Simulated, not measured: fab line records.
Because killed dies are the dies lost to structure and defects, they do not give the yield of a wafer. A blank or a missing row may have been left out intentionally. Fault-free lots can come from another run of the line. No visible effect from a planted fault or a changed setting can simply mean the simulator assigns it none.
Shared-tool check || flow n5_finfet || 11 lots, 33 wafers sampled

THE REASON FOR OPENING IT
On 2 of the 11 lots, a flag is raised at N5_HKMG_FIN_CD_MEAS_12 on the reading cd_nm. No-fault wafers: 92.7 nm, standard deviation 0.57.
Rule: a lot is flagged in two cases, either no wafer of it has a number, or all its wafers with numbers fall more than 4 standard deviations from that mean. The other lots count as sound.

{"lot": "L694", "measured": "day 4 04:29", "on": "cd_sem-01", "cd_nm (nm), wafer by wafer": "92.6 92.8 91.9", "flag": ""}
{"lot": "L695", "measured": "day 4 14:02", "on": "cd_sem-01", "cd_nm (nm), wafer by wafer": "92.7 91.8 92.5", "flag": ""}
{"lot": "L697", "measured": "day 4 23:55", "on": "cd_sem-03", "cd_nm (nm), wafer by wafer": "91.9 92.2 92.6", "flag": ""}
{"lot": "L698", "measured": "day 5 04:17", "on": "cd_sem-03", "cd_nm (nm), wafer by wafer": "92.0 92.0 92.0", "flag": ""}
{"lot": "L699", "measured": "day 5 13:49", "on": "cd_sem-03", "cd_nm (nm), wafer by wafer": "93.2 93.1 93.3", "flag": ""}
{"lot": "L701", "measured": "day 6 00:10", "on": "cd_sem-03", "cd_nm (nm), wafer by wafer": "92.4 93.1 92.8", "flag": ""}
{"lot": "L702", "measured": "day 6 01:29", "on": "cd_sem-03", "cd_nm (nm), wafer by wafer": "103.2 102.9 103.4", "flag": "FLAGGED"}
{"lot": "L704", "measured": "day 6 14:16", "on": "cd_sem-01", "cd_nm (nm), wafer by wafer": "99.9 100.1 100.4", "flag": "FLAGGED"}
{"lot": "L715", "measured": "day 9 10:50", "on": "cd_sem-02", "cd_nm (nm), wafer by wafer": "93.2 92.8 92.6", "flag": ""}
{"lot": "L716", "measured": "day 9 14:31", "on": "cd_sem-01", "cd_nm (nm), wafer by wafer": "92.9 92.6 92.7", "flag": ""}
{"lot": "L717", "measured": "day 9 21:50", "on": "cd_sem-03", "cd_nm (nm), wafer by wafer": "92.3 92.6 92.6", "flag": ""}
The mean of the flagged lots' numbers is 101.7 nm, +9.0 nm from the usual (+16 standard deviations).

LOT BY LOT: THE TOOL USED
Before the reading, the record contains 3 process steps out of a 1938-step route. In each cell: the tool, then ch and the chambers that the sampled wafers went through, then the start.
{"lot": "L694", "flag": "", "N5_HKMG_FIN_ALD_79": "ald_metal-03 ch 1,2,3, day 4 02:41", "N5_HKMG_FIN_ALD_36": "ald_metal-02 ch 0,2,3, day 4 03:27", "N5_HKMG_FIN_EXPOSE_09": "arfi_scanner-02 ch 0, day 4 04:22"}
{"lot": "L695", "flag": "", "N5_HKMG_FIN_ALD_79": "ald_metal-04 ch 2,3, day 4 12:07", "N5_HKMG_FIN_ALD_36": "ald_metal-02 ch 0,1,3, day 4 12:53", "N5_HKMG_FIN_EXPOSE_09": "arfi_scanner-03 ch 0, day 4 13:55"}
{"lot": "L697", "flag": "", "N5_HKMG_FIN_ALD_79": "ald_metal-02 ch 1,2, day 4 21:55", "N5_HKMG_FIN_ALD_36": "ald_metal-04 ch 1,3, day 4 22:44", "N5_HKMG_FIN_EXPOSE_09": "arfi_scanner-03 ch 0, day 4 23:47"}
{"lot": "L698", "flag": "", "N5_HKMG_FIN_ALD_79": "ald_metal-02 ch 0,3, day 5 02:15", "N5_HKMG_FIN_ALD_36": "ald_metal-02 ch 1,2,3, day 5 03:08", "N5_HKMG_FIN_EXPOSE_09": "arfi_scanner-01 ch 0, day 5 04:10"}
{"lot": "L699", "flag": "", "N5_HKMG_FIN_ALD_79": "ald_metal-02 ch 0,1,3, day 5 11:50", "N5_HKMG_FIN_ALD_36": "ald_metal-02 ch 2,3, day 5 12:46", "N5_HKMG_FIN_EXPOSE_09": "arfi_scanner-01 ch 0, day 5 13:41"}
{"lot": "L701", "flag": "", "N5_HKMG_FIN_ALD_79": "ald_metal-03 ch 1,2,3, day 5 22:22", "N5_HKMG_FIN_ALD_36": "ald_metal-03 ch 0,1,2, day 5 23:08", "N5_HKMG_FIN_EXPOSE_09": "arfi_scanner-03 ch 0, day 6 00:04"}
{"lot": "L702", "flag": "FLAGGED", "N5_HKMG_FIN_ALD_79": "ald_metal-03 ch 0,1,3, day 5 23:42", "N5_HKMG_FIN_ALD_36": "ald_metal-04 ch 1,2,3, day 6 00:28", "N5_HKMG_FIN_EXPOSE_09": "arfi_scanner-03 ch 0, day 6 01:22"}
{"lot": "L704", "flag": "FLAGGED", "N5_HKMG_FIN_ALD_79": "ald_metal-02 ch 0,2,3, day 6 12:20", "N5_HKMG_FIN_ALD_36": "ald_metal-03 ch 0,1,2, day 6 13:06", "N5_HKMG_FIN_EXPOSE_09": "arfi_scanner-03 ch 0, day 6 14:08"}
{"lot": "L715", "flag": "", "N5_HKMG_FIN_ALD_79": "ald_metal-03 ch 1,2,3, day 9 08:56", "N5_HKMG_FIN_ALD_36": "ald_metal-03 ch 0,1,2, day 9 09:41", "N5_HKMG_FIN_EXPOSE_09": "arfi_scanner-02 ch 0, day 9 10:43"}
{"lot": "L716", "flag": "", "N5_HKMG_FIN_ALD_79": "ald_metal-04 ch 0,2,3, day 9 12:44", "N5_HKMG_FIN_ALD_36": "ald_metal-02 ch 1,2,3, day 9 13:30", "N5_HKMG_FIN_EXPOSE_09": "arfi_scanner-02 ch 0, day 9 14:24"}
{"lot": "L717", "flag": "", "N5_HKMG_FIN_ALD_79": "ald_metal-04 ch 1,2,3, day 9 19:55", "N5_HKMG_FIN_ALD_36": "ald_metal-04 ch 0,1,2, day 9 20:48", "N5_HKMG_FIN_EXPOSE_09": "arfi_scanner-02 ch 0, day 9 21:43"}
What is done by these steps:
- N5_HKMG_FIN_ALD_79: deposits TiN, target thk 1.5 nm, pulse time 1 s, purge time 3 s.
- N5_HKMG_FIN_ALD_36: deposits TiN, target thk 1 nm, pulse time 1 s, purge time 3 s.
- N5_HKMG_FIN_EXPOSE_09: exposes mask NWFM.
- N5_HKMG_FIN_CD_MEAS_12: target cd 92.8 nm.

FLAGGED AGAINST TOTAL, ONE TOOL AT A TIME (gauges that did the reading follow at the end)
{"step": "N5_HKMG_FIN_ALD_79", "tool": "ald_metal-02", "lots run": 4, "flagged": 1, "share of the flagged lots": "some", "sound lots run after its first flagged lot": 0}
{"step": "N5_HKMG_FIN_ALD_79", "tool": "ald_metal-03", "lots run": 4, "flagged": 1, "share of the flagged lots": "some", "sound lots run after its first flagged lot": "1 (L715)"}
{"step": "N5_HKMG_FIN_ALD_79", "tool": "ald_metal-04", "lots run": 3, "flagged": 0, "share of the flagged lots": "none", "sound lots run after its first flagged lot": "-"}
{"step": "N5_HKMG_FIN_ALD_36", "tool": "ald_metal-02", "lots run": 5, "flagged": 0, "share of the flagged lots": "none", "sound lots run after its first flagged lot": "-"}
{"step": "N5_HKMG_FIN_ALD_36", "tool": "ald_metal-03", "lots run": 3, "flagged": 1, "share of the flagged lots": "some", "sound lots run after its first flagged lot": "1 (L715)"}
{"step": "N5_HKMG_FIN_ALD_36", "tool": "ald_metal-04", "lots run": 3, "flagged": 1, "share of the flagged lots": "some", "sound lots run after its first flagged lot": "1 (L717)"}
{"step": "N5_HKMG_FIN_EXPOSE_09", "tool": "arfi_scanner-01", "lots run": 2, "flagged": 0, "share of the flagged lots": "none", "sound lots run after its first flagged lot": "-"}
{"step": "N5_HKMG_FIN_EXPOSE_09", "tool": "arfi_scanner-02", "lots run": 4, "flagged": 0, "share of the flagged lots": "none", "sound lots run after its first flagged lot": "-"}
{"step": "N5_HKMG_FIN_EXPOSE_09", "tool": "arfi_scanner-03", "lots run": 5, "flagged": 2, "share of the flagged lots": "all", "sound lots run after its first flagged lot": 0}
{"step": "N5_HKMG_FIN_CD_MEAS_12", "tool": "cd_sem-01", "lots run": 4, "flagged": 1, "share of the flagged lots": "some", "sound lots run after its first flagged lot": "1 (L716)"}
{"step": "N5_HKMG_FIN_CD_MEAS_12", "tool": "cd_sem-02", "lots run": 1, "flagged": 0, "share of the flagged lots": "none", "sound lots run after its first flagged lot": "-"}
{"step": "N5_HKMG_FIN_CD_MEAS_12", "tool": "cd_sem-03", "lots run": 6, "flagged": 1, "share of the flagged lots": "some", "sound lots run after its first flagged lot": "1 (L717)"}

WHAT IS ALLOWED BY THE TABLE
Rows of the table that ran each flagged lot: 1, that is arfi_scanner-03 at N5_HKMG_FIN_EXPOSE_09.
- arfi_scanner-03 at N5_HKMG_FIN_EXPOSE_09: 2 of its 5 lots flagged. A fault beginning between L701 (day 6 00:04), its last sound lot, and L702 (day 6 01:22), its first flagged one, fits the data. Its own readings (exposure_dose_mJ_cm2) fall more than 4 standard deviations out on all wafers of the flagged lots.
Left over: one tool, arfi_scanner-03 at N5_HKMG_FIN_EXPOSE_09.

WHAT THE SIMULATOR HAD INSERTED
Process parameters drifting: arfi_scanner-03 at N5_HKMG_FIN_EXPOSE_09, beginning at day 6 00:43. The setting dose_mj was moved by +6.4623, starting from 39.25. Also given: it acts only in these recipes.
Shown lots that were struck: L702, L704. The rule given above showed the same thing.
